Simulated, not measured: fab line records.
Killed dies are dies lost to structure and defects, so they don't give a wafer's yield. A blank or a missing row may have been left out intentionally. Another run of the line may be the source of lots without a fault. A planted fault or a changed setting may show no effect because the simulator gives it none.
fab line records	flow nand_harc
[record] lots = 24	wafers = 72	last_day = 33
route steps=1302 shown A_CHANNEL_HOLE_D2@586 A_CHANNEL_FILL_D2@629
lots with no fault: from the same line, run without faults
start_h: hours from the record's opening day to when the first of the lot's shown wafers began	wait_h: how many hours have passed since the lot's step before this one	" the same as in the row above	L1.1+2: a row that stands for several wafers	- no value present, or no start provided	* or withheld: withheld	< > ~ a bound
route shown NAME@n: a module of which the file shows steps, and the number in the route of the first	usual: mean and standard deviation over wafers with no fault	same: alike in all rows	chamber/n: place in a boat	sites: each site's reading	_std_site: how widely they spread, as a standard deviation	_edge_site: inner sites' mean taken away from outer sites' mean	radius_mm: how far each site lies from the wafer's centre	mask NAME#n: copy n	behind: tool/chamber where the wafer was last shaped	hold: cause of the lot's hold/its duration in hours/its outcome	device: whichever transistor did not switch (one of n, p or np)	end of line: at the end of the route, the tests of the same wafers	a step with no rows: only its recipe	killed: dies that structure and defects cost at the first sort, which is not the same as the wafer's yield	map: shows each die of a wafer: x if killed, . if not, _ if none is there
set.NAME: the run value of the setting; set.NAME@STEP: its run value at that earlier step	model.NAME: the simulator's own value behind a step, which no gauge read
route steps across a sampled set of lots; one table per step, one row per wafer
services: the hour from which a tool's chamber was out of use, counted from the record's first day as start_h (under 0 if before that day), plus the number of hours and why
[[steps]]
[step NHARC_A_CHANNEL_HOLE_D2_ETCH_38]
[recipe] target_depth_a = 390	over_etch_frac = 0.3	time_s = 65	ion_energy_ev = 80	cf4_flow_sccm = 150	ar_flow_sccm = 0	rf_w = 300	bias_w = 100	chemistry = CF4
[usual] drypump_motor_current_A = 5.6/0.48	oes_product_au = 1.003/0.01	rf_vpp_V = 151.0/1.3	showerhead_plenum_p_Torr = 1.75/0.071	throttle_valve_pct = 13.284/0.0092
lot.wafer	tool	chamber	start_h	wait_h	drypump_motor_current_A	oes_product_au	rf_hours_counter_h	rf_vpp_V	showerhead_plenum_p_Torr	throttle_valve_pct
L074.1	rie_diel-04	1	296.00	0.1	5.7	1.007	8.0	152.6	1.83	13.284
L074.4	"	2	"	"	5.4	1.030	7.0	150.9	1.74	13.285
L074.6	"	1	"	"	5.7	0.995	-	152.0	1.83	13.276
L075.2	rie_diel-05	1	296.32	0.1	5.1	0.992	2.7	151.9	1.84	13.281
L075.1	"	3	"	"	5.3	0.985	2.6	150.6	1.68	13.291
L075.5	"	1	"	"	5.1	0.982	-	152.2	1.84	13.277
L076.2	rie_diel-05	0	318.02	0.1	6.4	0.999	3.1	152.6	1.80	13.272
L076.5	"	2	"	"	5.7	0.998	-	148.9	1.66	13.276
L076.6	"	3	"	"	5.3	0.988	-	150.3	1.68	13.278
L077.2	rie_diel-08	0	320.85	0.1	5.5	0.996	5.5	148.4	1.65	13.295
L077.3	"	2	"	"	4.6	1.017	5.2	151.2	1.70	13.289
L077.6	"	0	"	"	5.5	1.002	-	150.6	1.65	13.299
L079.1	rie_diel-05	3	334.49	0.1	5.3	0.990	4.8	149.7	1.68	13.294
L079.2	"	2	"	"	5.7	1.009	4.5	150.0	1.65	13.285
L079.6	"	0	"	"	6.3	1.025	-	150.7	1.80	13.286
L078.3	rie_diel-08	2	334.75	0.1	4.6	1.014	5.8	150.1	1.70	13.288
L078.1	"	1	"	"	6.2	0.995	7.5	150.5	1.78	13.287
L078.6	"	3	"	"	5.7	0.998	-	150.6	1.76	13.274
L080.3	rie_diel-04	0	366.16	0.1	5.1	1.020	0.5	151.7	1.83	13.283
L080.4	"	1	"	"	5.7	0.998	0.9	151.3	1.83	13.285
L080.2	"	2	"	"	5.5	1.014	0.9	150.5	1.73	13.292
L081.4	rie_diel-08	0	366.68	0.1	5.5	0.998	7.6	150.6	1.65	13.267
L081.3	"	1	"	"	6.2	0.987	9.6	150.7	1.78	13.285
L081.2	"	3	"	"	5.7	0.991	8.3	151.7	1.76	13.286
L082.3	rie_diel-05	3	381.48	0.1	5.3	1.004	6.7	150.5	1.68	13.290
L082.5	"	0	"	"	6.4	1.023	-	152.1	1.80	13.299
L082.6	"	1	"	"	5.1	1.010	-	153.6	1.84	13.280
L083.2	rie_diel-05	0	383.74	0.1	6.3	1.014	6.3	152.1	1.80	13.289
L083.1	"	1	"	"	5.1	1.009	6.8	152.2	1.84	13.283
L083.4	"	2	"	"	5.7	1.011	7.3	151.1	1.65	13.273
L084.1	rie_diel-04	1	397.35	0.1	5.7	0.990	2.9	152.2	1.83	13.300
L084.3	"	0	"	"	5.1	1.017	2.1	151.5	1.83	13.283
L084.5	"	1	"	"	5.7	0.998	-	153.4	1.83	13.299
L085.1	rie_diel-05	0	397.51	0.1	6.4	1.017	7.0	151.2	1.80	13.295
L085.3	"	1	"	"	5.1	1.007	7.4	152.0	1.84	13.293
L085.2	"	2	"	"	5.7	0.991	8.1	150.5	1.65	13.290
L086.2	rie_diel-05	1	403.49	0.1	5.1	1.014	7.9	152.3	1.84	13.288
L086.1	"	2	"	"	5.7	1.000	8.4	149.9	1.65	13.283
L086.6	"	3	"	"	5.3	0.992	-	149.7	1.68	13.276
L088.4	rie_diel-05	2	436.43	0.1	5.7	1.000	0.3	150.0	1.65	13.289
L088.3	"	0	"	"	6.4	0.997	0.3	151.8	1.80	13.287
L088.6	"	2	"	"	5.8	1.010	-	149.5	1.65	13.263
L089.2	rie_diel-08	1	437.19	0.2	6.2	0.988	2.9	151.0	1.78	13.286
L089.3	"	3	"	"	5.7	0.998	2.8	152.1	1.76	13.294
L089.4	"	0	"	"	5.5	1.003	2.4	149.1	1.65	13.274
L087.2	rie_diel-05	2	448.55	0.1	5.7	0.995	1.2	148.6	1.65	13.287
L087.1	"	0	"	"	6.3	0.988	1.5	151.3	1.80	13.272
L087.6	"	1	"	"	5.1	1.000	-	152.7	1.84	13.279
L090.2	rie_diel-05	3	457.00	0.1	5.3	0.995	1.6	148.9	1.68	13.293
L090.5	"	2	"	"	5.7	0.994	-	148.9	1.65	13.279
L090.6	"	3	"	"	5.3	0.998	-	149.8	1.68	13.277
L091.4	rie_diel-08	0	462.38	0.1	5.5	1.002	3.6	150.1	1.65	13.282
L091.2	"	1	"	"	6.2	1.007	3.6	149.7	1.78	13.284
L091.5	"	2	"	"	4.6	0.997	-	149.2	1.70	13.277
L092.4	rie_diel-04	3	475.57	0.1	5.8	1.018	6.3	152.3	1.82	13.289
L092.6	"	1	"	"	5.7	1.008	-	150.6	1.83	13.271
L092.5	"	2	"	"	5.4	1.008	-	149.4	1.73	13.276
L093.2	rie_diel-04	2	496.55	0.1	5.4	1.016	7.7	152.3	1.73	13.282
L093.4	"	3	"	"	5.8	1.024	7.7	153.1	1.82	13.292
L093.6	"	0	"	"	5.1	1.009	-	151.8	1.83	13.279
L094.4	rie_diel-05	1	496.69	0.1	5.1	1.012	3.2	151.3	1.83	13.273
L094.2	"	0	"	"	6.3	0.997	3.5	152.7	1.80	13.283
L094.5	"	1	"	"	5.1	1.012	-	152.1	1.83	13.277
L095.1	rie_diel-05	0	503.27	0.1	6.4	0.994	4.2	150.8	1.80	13.302
L095.2	"	2	"	"	5.8	1.003	4.3	150.0	1.65	13.284
L095.5	"	0	"	"	6.4	1.004	-	151.9	1.80	13.306
L096.3	rie_diel-08	2	516.03	0.1	4.6	1.004	7.8	149.1	1.69	13.283
L096.5	"	0	"	"	5.4	1.008	-	152.2	1.65	13.268
L096.6	"	1	"	"	6.2	1.019	-	152.0	1.78	13.294
L097.1	rie_diel-05	2	517.07	0.1	5.8	0.997	5.0	148.4	1.65	13.277
L097.2	"	3	"	"	5.3	1.000	4.7	149.8	1.67	13.283
L097.3	"	0	"	"	6.3	0.998	5.1	151.3	1.80	13.273
[step NHARC_A_CHANNEL_HOLE_D2_CD_MEAS_18]
[usual] cd_nm = 99/3.5
lot.wafer	tool	chamber	start_h	wait_h	cd_nm
L074.1	cd_sem-01	-	297.03	-	101
L074.4	"	-	"	"	93
L074.6	"	-	"	"	98
L075.1	cd_sem-03	-	297.33	-	100
L075.2	"	-	"	"	103
L075.5	"	-	"	"	104
L076.2	cd_sem-02	-	319.04	-	96
L076.5	"	-	"	"	97
L076.6	"	-	"	"	96
L077.2	cd_sem-01	-	321.87	-	103
L077.3	"	-	"	"	102
L077.6	"	-	"	"	102
L079.1	cd_sem-02	-	335.51	-	98
L079.2	"	-	"	"	102
L079.6	"	-	"	"	99
L078.1	cd_sem-03	-	335.77	-	97
L078.3	"	-	"	"	95
L078.6	"	-	"	"	97
L080.2	cd_sem-03	-	367.19	-	95
L080.3	"	-	"	"	95
L080.4	"	-	"	"	91
L081.2	cd_sem-03	-	367.71	-	99
L081.3	"	-	"	"	101
L081.4	"	-	"	"	97
L082.3	cd_sem-02	-	382.50	-	103
L082.5	"	-	"	"	99
L082.6	"	-	"	"	107
L083.1	cd_sem-02	-	384.76	-	98
L083.2	"	-	"	"	98
L083.4	"	-	"	"	102
L084.1	cd_sem-02	-	398.38	-	95
L084.3	"	-	"	"	94
L084.5	"	-	"	"	95
L085.1	cd_sem-01	-	398.53	-	103
L085.2	"	-	"	"	95
L085.3	"	-	"	"	100
L086.1	cd_sem-03	-	404.50	-	94
L086.2	"	-	"	"	97
L086.6	"	-	"	"	98
L088.3	cd_sem-03	-	437.45	-	100
L088.4	"	-	"	"	98
L088.6	"	-	"	"	101
L089.2	cd_sem-01	-	438.22	-	102
L089.3	"	-	"	"	102
L089.4	"	-	"	"	104
L087.1	cd_sem-03	-	449.57	-	100
L087.2	"	-	"	"	104
L087.6	"	-	"	"	103
L090.2	cd_sem-02	-	458.20	-	96
L090.5	"	-	"	"	99
L090.6	"	-	"	"	99
L091.2	cd_sem-02	-	463.39	-	106
L091.4	"	-	"	"	103
L091.5	"	-	"	"	101
L092.4	cd_sem-03	-	476.60	-	94
L092.5	"	-	"	"	93
L092.6	"	-	"	"	99
L093.2	cd_sem-01	-	497.57	-	95
L093.4	"	-	"	"	97
L093.6	"	-	"	"	96
L094.2	cd_sem-03	-	497.71	-	105
L094.4	"	-	"	"	99
L094.5	"	-	"	"	100
L095.1	cd_sem-01	-	504.28	-	96
L095.2	"	-	"	"	98
L095.5	"	-	"	"	101
L096.3	cd_sem-01	-	517.05	-	101
L096.5	"	-	"	"	102
L096.6	"	-	"	"	105
L097.1	cd_sem-03	-	518.09	-	95
L097.2	"	-	"	"	98
L097.3	"	-	"	"	102
[step NHARC_A_CHANNEL_HOLE_D2_ETCH_19]
[recipe] bias_v = 1200	source_w = 2500	pressure_mtorr = 15	time_s = 34.5	ar_flow_sccm = 375	c4f8_flow_sccm = 28.8	o2_flow_sccm = 96.2	temp_c = -20	target_depth_a = *	chemistry = C4F8/O2/Ar
[usual] bias_v = 1201/12	drypump_motor_current_A = 5.76/0.22	showerhead_plenum_p_Torr = 3.71/0.19	throttle_valve_pct = 37.038/0.0083
lot.wafer	tool	chamber	start_h	wait_h	bias_v	drypump_motor_current_A	rf_hours_counter_h	showerhead_plenum_p_Torr	throttle_valve_pct
L074.1	har_etch-01	1	297.10	0.1	1194	5.72	156	3.59	37.035
L074.4	"	1	"	"	1202	5.70	-	3.59	37.039
L074.6	"	0	"	"	1191	5.62	-	3.74	37.045
L075.2	har_etch-02	1	297.49	0.2	1206	6.12	343	3.49	37.034
L075.1	"	0	"	"	1196	5.57	359	3.51	37.031
L075.5	"	0	"	"	1184	5.58	-	3.51	37.035
L076.2	har_etch-01	0	319.11	0.1	1205	5.62	168	3.73	37.052
L076.5	"	0	"	"	1206	5.62	-	3.73	37.029
L076.6	"	1	"	"	1197	5.72	-	3.58	37.032
L077.2	har_etch-02	0	321.96	0.1	1179	5.57	370	3.50	37.052
L077.3	"	1	"	"	1197	6.14	-	3.48	37.031
L077.6	"	0	"	"	1194	5.58	-	3.50	37.031
L079.2	har_etch-01	1	335.59	0.1	1192	5.71	179	3.57	37.042
L079.1	"	0	"	"	1203	5.62	179	3.72	37.036
L079.6	"	1	"	"	1192	5.70	-	3.57	37.023
L078.1	har_etch-02	0	336.11	0.3	1202	5.58	382	3.50	37.045
L078.3	"	1	"	"	1203	6.13	-	3.47	37.038
L078.6	"	1	"	"	1204	6.14	-	3.47	37.036
L080.2	har_etch-01	1	370.46	3.3	1221	5.70	195	3.56	37.041
L080.3	"	1	"	"	1214	5.70	-	3.56	37.045
L080.4	"	0	"	"	1184	5.62	-	3.71	37.049
L081.2	har_etch-02	0	373.04	5.3	1204	5.59	397	3.49	37.035
L081.4	"	1	"	"	1213	6.13	-	3.47	37.038
L081.3	"	0	"	"	1193	5.57	-	3.49	37.036
L082.3	har_etch-01	1	382.61	0.1	1193	5.68	-	3.56	37.047
L082.5	"	1	"	"	1204	5.71	-	3.56	37.032
L082.6	"	0	"	"	1196	5.62	-	3.71	37.045
L083.1	har_etch-01	0	390.56	5.8	1192	5.62	206	3.71	37.052
L083.2	"	1	"	"	1205	5.71	206	3.56	37.040
L083.4	"	1	"	"	1188	5.68	-	3.56	37.038
L084.1	har_etch-01	0	402.78	4.4	1221	5.64	218	3.70	37.034
L084.3	"	1	"	"	1199	5.71	-	3.55	37.030
L084.5	"	1	"	"	1205	5.73	-	3.55	37.027
L085.1	har_etch-02	1	406.35	7.8	1178	6.14	11	3.98	37.055
L085.2	"	0	"	"	1188	5.59	11	3.98	37.035
L085.3	"	1	"	"	1198	6.13	-	3.98	37.038
L086.2	har_etch-01	1	411.09	6.6	1199	5.73	225	3.55	37.042
L086.1	"	0	"	"	1210	5.62	225	3.70	37.048
L086.6	"	0	"	"	1207	5.63	-	3.70	37.046
L088.4	har_etch-02	1	437.56	0.1	1215	6.11	-	3.97	37.036
L088.3	"	0	"	"	1208	5.57	-	3.97	37.035
L088.6	"	0	"	"	1225	5.57	-	3.97	37.036
L089.2	har_etch-01	0	438.31	0.1	1206	5.63	240	3.69	37.030
L089.4	"	1	"	"	1226	5.71	-	3.54	37.025
L089.3	"	0	"	"	1200	5.61	-	3.69	37.037
L087.1	har_etch-01	0	449.64	0.1	1200	5.62	244	3.69	37.038
L087.2	"	1	"	"	1210	5.71	244	3.54	37.044
L087.6	"	1	"	"	1223	5.72	-	3.54	37.028
L090.2	har_etch-02	1	458.29	0.1	1218	6.13	42	3.96	37.045
L090.5	"	0	"	"	1204	5.59	-	3.96	37.025
L090.6	"	1	"	"	1208	6.12	-	3.96	37.057
L091.2	har_etch-02	0	463.46	0.1	1202	5.58	46	3.96	37.032
L091.4	"	0	"	"	1209	5.58	-	3.96	37.040
L091.5	"	1	"	"	1192	6.13	-	3.96	37.048
L092.4	har_etch-02	1	479.71	3.1	1189	6.14	-	3.95	37.043
L092.5	"	1	"	"	1190	6.13	-	3.95	37.035
L092.6	"	0	"	"	1187	5.59	-	3.95	37.038
L093.2	har_etch-01	0	497.66	0.1	1201	5.61	267	3.67	37.034
L093.4	"	1	"	"	1202	5.69	-	3.52	37.041
L093.6	"	0	"	"	1210	5.62	-	3.67	37.043
L094.2	har_etch-02	0	497.80	0.1	1196	5.57	65	3.95	37.045
L094.4	"	1	"	"	1177	6.12	-	3.95	37.033
L094.5	"	1	"	"	1191	6.14	-	3.95	37.032
L095.2	har_etch-02	1	504.36	0.1	1190	6.16	69	3.94	37.013
L095.1	"	0	"	"	1174	5.57	69	3.95	37.048
L095.5	"	1	"	"	1206	6.13	-	3.94	37.036
L096.3	har_etch-02	1	520.08	3.0	1209	6.12	-	3.94	37.030
L096.6	"	0	"	"	1221	5.57	-	3.94	37.033
L096.5	"	1	"	"	1194	6.14	-	3.94	37.034
L097.2	har_etch-01	1	520.69	2.6	1220	5.69	286	3.51	37.027
L097.1	"	0	"	"	1206	5.62	286	3.66	37.052
L097.3	"	0	"	"	1188	5.61	-	3.66	37.028
[step NHARC_A_CHANNEL_HOLE_D2_INSPECT_40]
[usual] raw_defect_count = 278/75
lot.wafer	tool	chamber	start_h	wait_h	raw_defect_count
L074.1	defect_inspect-01	-	302.81	-	307
L074.4	"	-	"	"	302
L074.6	"	-	"	"	267
L075.1	defect_inspect-01	-	303.19	-	427
L075.2	"	-	"	"	314
L075.5	"	-	"	"	413
L076.2	defect_inspect-01	-	324.83	-	270
L076.5	"	-	"	"	323
L076.6	"	-	"	"	243
L077.2	defect_inspect-01	-	327.67	-	354
L077.3	"	-	"	"	232
L077.6	"	-	"	"	202
L079.1	defect_inspect-02	-	341.32	-	263
L079.2	"	-	"	"	253
L079.6	"	-	"	"	266
L078.1	defect_inspect-02	-	341.79	-	194
L078.3	"	-	"	"	320
L078.6	"	-	"	"	317
L080.2	defect_inspect-02	-	376.22	-	263
L080.3	"	-	"	"	251
L080.4	"	-	"	"	287
L081.2	defect_inspect-02	-	378.79	-	312
L081.3	"	-	"	"	352
L081.4	"	-	"	"	475
L082.3	defect_inspect-01	-	388.33	-	178
L082.5	"	-	"	"	245
L082.6	"	-	"	"	189
L083.1	defect_inspect-02	-	396.26	-	188
L083.2	"	-	"	"	171
L083.4	"	-	"	"	188
L084.1	defect_inspect-01	-	408.47	-	315
L084.3	"	-	"	"	335
L084.5	"	-	"	"	335
L085.1	defect_inspect-02	-	412.04	-	222
L085.2	"	-	"	"	215
L085.3	"	-	"	"	256
L086.1	defect_inspect-01	-	416.79	-	273
L086.2	"	-	"	"	240
L086.6	"	-	"	"	336
L088.3	defect_inspect-02	-	443.26	-	217
L088.4	"	-	"	"	157
L088.6	"	-	"	"	230
L089.2	defect_inspect-01	-	444.03	-	350
L089.3	"	-	"	"	362
L089.4	"	-	"	"	307
L087.1	defect_inspect-01	-	455.36	-	448
L087.2	"	-	"	"	280
L087.6	"	-	"	"	304
L090.2	defect_inspect-01	-	463.99	-	276
L090.5	"	-	"	"	352
L090.6	"	-	"	"	471
L091.2	defect_inspect-01	-	469.19	-	256
L091.4	"	-	"	"	415
L091.5	"	-	"	"	381
L092.4	defect_inspect-02	-	485.40	-	237
L092.5	"	-	"	"	169
L092.6	"	-	"	"	208
L093.2	defect_inspect-01	-	503.49	-	474
L093.4	"	-	"	"	359
L093.6	"	-	"	"	368
L094.2	defect_inspect-02	-	503.50	-	188
L094.4	"	-	"	"	255
L094.5	"	-	"	"	133
L095.1	defect_inspect-02	-	510.06	-	283
L095.2	"	-	"	"	345
L095.5	"	-	"	"	173
L096.3	defect_inspect-01	-	525.72	-	235
L096.5	"	-	"	"	212
L096.6	"	-	"	"	306
L097.1	defect_inspect-02	-	526.42	-	215
L097.2	"	-	"	"	291
L097.3	"	-	"	"	347
[step NHARC_A_CHANNEL_FILL_D2_STRIP_29]
[recipe] time_s = 20	o2_flow_sccm = 500	ar_flow_sccm = 0	bias_w = 0	chemistry = O2
[usual] drypump_motor_current_A = 5.9/0.48	oes_product_au = 1.006/0.016	rf_vpp_V = 58.1/0.97	showerhead_plenum_p_Torr = 3.62/0.16	throttle_valve_pct = 17.035/0.0082
lot.wafer	tool	chamber	start_h	wait_h	drypump_motor_current_A	oes_product_au	rf_hours_counter_h	rf_vpp_V	showerhead_plenum_p_Torr	throttle_valve_pct
L075.1	rie_diel-02	1	-	-	6.6	0.982	25	55.7	3.50	17.036
L075.2	"	2	"	"	6.4	0.988	26	56.5	3.52	17.033
L075.5	"	3	"	"	6.6	0.990	-	58.5	3.33	17.030
L074.4	rie_diel-10	3	-	-	6.2	0.990	3	58.7	3.78	17.035
L074.1	"	0	"	"	5.7	0.983	3	56.3	3.33	17.043
L074.6	"	2	"	"	5.8	1.003	-	58.3	3.61	17.034
L076.2	rie_diel-12	1	-	-	6.2	1.002	2	57.3	3.70	17.040
L076.5	"	2	"	"	5.4	1.005	-	56.8	3.74	17.046
L076.6	"	3	"	"	5.6	0.981	-	58.7	3.75	17.046
L077.3	rie_diel-12	3	-	-	5.7	0.989	3	60.7	3.75	17.034
L077.2	"	1	"	"	6.2	0.990	2	57.6	3.70	17.040
L077.6	"	0	"	"	4.9	0.994	-	59.4	3.77	17.040
L079.1	rie_diel-10	0	-	-	5.7	0.994	4	57.8	3.33	17.035
L079.2	"	3	"	"	6.2	1.012	4	58.0	3.78	17.047
L079.6	"	0	"	"	5.7	0.994	-	58.5	3.33	17.030
L078.3	rie_diel-12	1	-	-	6.2	0.994	2	58.9	3.70	17.038
L078.1	"	2	"	"	5.4	1.002	3	58.6	3.74	17.024
L078.6	"	3	"	"	5.7	0.975	-	57.3	3.75	17.042
L080.3	rie_diel-02	3	-	-	6.6	0.991	3	58.2	3.32	17.038
L080.2	"	0	"	"	6.2	0.967	2	57.5	3.71	17.024
L080.4	"	2	"	"	6.4	1.001	2	58.1	3.52	17.033
L081.2	rie_diel-12	3	417.68	0.1	5.7	0.977	4	60.5	3.75	17.037
L081.3	"	0	"	"	4.9	0.983	3	58.4	3.77	17.039
L081.4	"	3	"	"	5.7	0.973	-	60.2	3.75	17.024
L082.3	rie_diel-12	0	-	-	4.9	0.996	3	59.2	3.77	17.030
L082.5	"	1	"	"	6.1	1.001	-	59.2	3.70	17.032
L082.6	"	2	"	"	5.4	1.017	-	59.4	3.74	17.030
L083.4	rie_diel-02	2	-	-	6.4	0.997	5	56.6	3.52	17.022
L083.1	"	3	"	"	6.6	0.997	5	58.5	3.32	17.042
L083.2	"	0	"	"	6.2	0.987	4	57.5	3.71	17.020
L084.3	rie_diel-10	2	-	-	5.8	1.015	1	57.8	3.61	17.032
L084.1	"	1	"	"	6.4	1.021	0	57.5	3.56	17.044
L084.5	"	3	"	"	6.2	1.009	-	58.1	3.78	17.043
L085.2	rie_diel-10	0	-	-	5.7	1.015	0	57.5	3.32	17.031
L085.3	"	1	"	"	6.5	1.029	0	58.2	3.56	17.025
L085.1	"	2	"	"	5.8	1.039	1	57.6	3.61	17.048
L086.1	rie_diel-10	0	-	-	5.7	1.020	1	57.4	3.32	17.041
L086.2	"	1	"	"	6.4	1.006	1	57.4	3.56	17.019
L086.6	"	0	"	"	5.7	1.013	-	57.3	3.32	17.040
L089.4	rie_diel-10	1	-	-	6.4	1.018	2	57.2	3.56	17.030
L089.2	"	2	"	"	5.8	1.028	2	56.5	3.61	17.033
L089.3	"	0	"	"	5.7	1.011	1	57.1	3.32	17.036
L088.4	rie_diel-12	1	-	-	6.1	1.006	1	58.1	3.70	17.037
L088.3	"	2	"	"	5.4	1.020	1	59.6	3.74	17.029
L088.6	"	0	"	"	4.9	0.982	-	59.0	3.77	17.033
L087.1	rie_diel-10	2	-	-	5.8	1.020	2	58.1	3.61	17.022
L087.2	"	0	"	"	5.7	1.011	2	56.7	3.32	17.049
L087.6	"	2	"	"	5.8	1.035	-	58.7	3.61	17.030
L090.2	rie_diel-10	3	-	-	6.2	1.012	2	57.8	3.78	17.023
L090.6	"	3	"	"	6.2	1.018	-	58.3	3.78	17.044
L090.5	"	0	"	"	5.7	1.020	-	56.8	3.32	17.057
L091.2	rie_diel-12	1	-	-	6.1	1.014	2	59.3	3.69	17.038
L091.4	"	3	"	"	5.7	1.016	2	57.7	3.75	17.039
L091.5	"	1	"	"	6.2	1.010	-	60.2	3.69	17.028
L092.4	rie_diel-12	0	-	-	4.9	0.984	2	57.5	3.77	17.027
L092.5	"	2	"	"	5.4	1.022	-	58.1	3.74	17.034
L092.6	"	3	"	"	5.7	1.021	-	57.1	3.75	17.037
L093.4	rie_diel-02	1	-	-	6.6	1.003	17	57.4	3.49	17.045
L093.2	"	2	"	"	6.4	0.993	25	58.3	3.51	17.038
L093.6	"	0	"	"	6.2	0.978	-	57.7	3.70	17.035
L094.4	rie_diel-10	3	-	-	6.2	1.011	3	58.0	3.78	17.028
L094.2	"	0	"	"	5.7	1.021	3	56.9	3.32	17.028
L094.5	"	3	"	"	6.2	1.005	-	58.9	3.78	17.038
L095.2	rie_diel-10	1	-	-	6.5	1.037	3	57.7	3.56	17.015
L095.1	"	2	"	"	5.8	1.019	4	58.0	3.61	17.044
L095.5	"	1	"	"	6.4	1.022	-	58.1	3.56	17.040
L097.1	rie_diel-12	0	-	-	4.9	0.984	3	58.0	3.77	17.028
L097.3	"	1	"	"	6.1	1.010	4	58.2	3.69	17.031
L097.2	"	3	"	"	5.7	1.019	4	59.1	3.75	17.032
L096.3	rie_diel-10	1	-	-	6.5	1.018	4	59.7	3.56	17.038
L096.6	"	0	"	"	5.7	1.018	-	58.6	3.32	17.036
L096.5	"	1	"	"	6.5	1.022	-	57.8	3.56	17.048
[step NHARC_A_CHANNEL_FILL_D2_CMP_10]
[recipe] target_thk_nm = 150
[usual] motor_current_A = 12.4/0.85	slurry_filter_dp_kPa = 13.49/0.12	time_to_endpoint_s = 15/3.7
lot.wafer	tool	chamber	start_h	wait_h	motor_current_A	slurry_filter_dp_kPa	time_to_endpoint_s
L075.2	cmp-02	0	352.95	0.4	11.7	13.50	11
L075.1	"	2	"	"	12.2	13.59	12
L075.5	"	0	"	"	11.5	13.30	10
L074.1	cmp-02	2	356.95	0.4	11.6	13.45	10
L074.4	"	3	"	"	13.7	13.69	10
L074.6	"	2	"	"	12.4	13.44	13
L076.2	cmp-03	0	372.31	0.4	12.0	13.13	11
L076.5	"	0	"	"	12.4	13.19	12
L076.6	"	1	"	"	11.2	13.46	18
L077.2	cmp-02	2	379.94	0.4	11.5	13.45	9
L077.3	"	3	"	"	13.6	13.55	9
L077.6	"	3	"	"	13.0	13.81	11
L079.2	cmp-01	1	391.57	0.4	14.0	13.57	23
L079.1	"	3	"	"	12.3	13.40	16
L079.6	"	2	"	"	11.9	13.63	19
L078.3	cmp-02	3	391.60	0.4	13.4	13.36	10
L078.1	"	0	"	"	11.5	13.48	12
L078.6	"	3	"	"	13.6	13.52	9
L081.3	cmp-02	0	423.22	0.4	12.3	13.43	14
L081.4	"	1	"	"	12.4	13.52	13
L081.2	"	3	"	"	14.0	13.77	11
L080.2	cmp-01	2	423.24	0.4	12.5	13.49	16
L080.3	"	3	"	"	12.1	13.52	14
L080.4	"	0	"	"	12.8	13.41	16
L082.3	cmp-03	0	435.46	0.4	12.3	13.43	16
L082.6	"	3	"	"	13.1	13.63	20
L082.5	"	0	"	"	12.3	13.49	13
L083.1	cmp-03	3	445.32	0.4	13.3	13.47	17
L083.4	"	0	"	"	12.7	13.48	13
L083.2	"	2	"	"	11.9	13.59	16
L084.1	cmp-03	3	456.00	0.4	13.4	13.55	18
L084.3	"	0	"	"	12.7	13.64	11
L084.5	"	2	"	"	11.5	13.61	16
L085.3	cmp-01	1	461.30	0.4	13.3	13.69	24
L085.2	"	2	"	"	12.3	13.50	20
L085.1	"	0	"	"	12.8	13.48	16
L086.1	cmp-02	0	466.01	0.4	12.1	13.51	11
L086.2	"	2	"	"	11.9	13.45	11
L086.6	"	0	"	"	11.8	13.51	11
L089.2	cmp-02	1	491.17	0.4	12.3	13.39	9
L089.4	"	2	"	"	12.0	13.45	9
L089.3	"	0	"	"	12.4	13.40	6
L088.4	cmp-01	2	491.17	0.4	12.3	13.71	20
L088.3	"	0	"	"	12.9	13.48	18
L088.6	"	3	"	"	11.2	13.48	16
L087.2	cmp-03	1	505.30	0.4	10.9	13.55	16
L087.1	"	0	"	"	13.2	13.68	13
L087.6	"	1	"	"	11.0	13.43	18
L090.2	cmp-01	1	512.15	0.4	13.8	13.46	21
L090.5	"	3	"	"	11.4	13.56	14
L090.6	"	0	"	"	12.6	13.33	14
L091.4	cmp-01	2	519.89	0.4	12.8	13.62	18
L091.2	"	3	"	"	11.9	13.42	14
L091.5	"	2	"	"	12.8	13.49	14
L092.4	cmp-01	2	532.10	0.4	13.1	13.55	20
L092.6	"	0	"	"	11.9	13.49	14
L092.5	"	1	"	"	13.0	13.41	21
L094.2	cmp-02	3	552.59	0.4	13.2	13.64	10
L094.4	"	0	"	"	12.2	13.27	13
L094.5	"	0	"	"	11.7	13.29	13
L093.4	cmp-01	2	552.59	0.4	12.7	13.37	19
L093.2	"	0	"	"	12.8	13.55	16
L093.6	"	3	"	"	11.3	13.59	14
L095.2	cmp-03	1	559.40	0.4	10.7	13.60	19
L095.1	"	3	"	"	13.2	13.46	18
L095.5	"	1	"	"	10.3	13.49	19
L096.3	cmp-02	1	573.48	0.4	12.5	13.40	14
L096.5	"	1	"	"	11.7	13.45	13
L096.6	"	2	"	"	12.0	13.53	11
L097.3	cmp-03	0	573.50	0.4	12.7	13.38	15
L097.2	"	1	"	"	10.8	13.55	19
L097.1	"	2	"	"	11.5	13.44	21
[[services]]
tool	chamber	start_h	hours	kind
rie_diel-12	1	284.24	14.7	repair
rie_diel-12	2	290.30	5.6	repair
rie_diel-10	0	296.09	9.0	repair
cmp-02	-	321.68	0.2	repair
cmp-02	-	335.82	4.0	pm
cmp-02	-	344.08	0.8	repair
har_etch-02	-	377.20	17.0	pm
rie_diel-05	0	390.08	1.4	repair
rie_diel-10	1	406.17	5.2	repair
rie_diel-05	-	406.60	9.0	pm
rie_diel-10	2	408.12	3.1	repair
rie_diel-12	1	415.64	6.8	repair
rie_diel-10	-	419.50	9.0	pm
cmp-02	-	433.82	4.0	pm
rie_diel-12	1	434.23	4.2	repair
rie_diel-12	-	445.46	9.0	pm
rie_diel-05	1	452.72	7.0	repair
rie_diel-05	-	459.23	1.0	repair
cmp-02	-	471.13	0.8	repair
rie_diel-12	3	494.07	4.1	repair
rie_diel-12	0	496.24	12.7	repair
rie_diel-05	1	536.96	5.0	repair
rie_diel-05	1	543.23	11.2	repair
rie_diel-05	2	546.82	5.8	repair
[[key]]
fault none
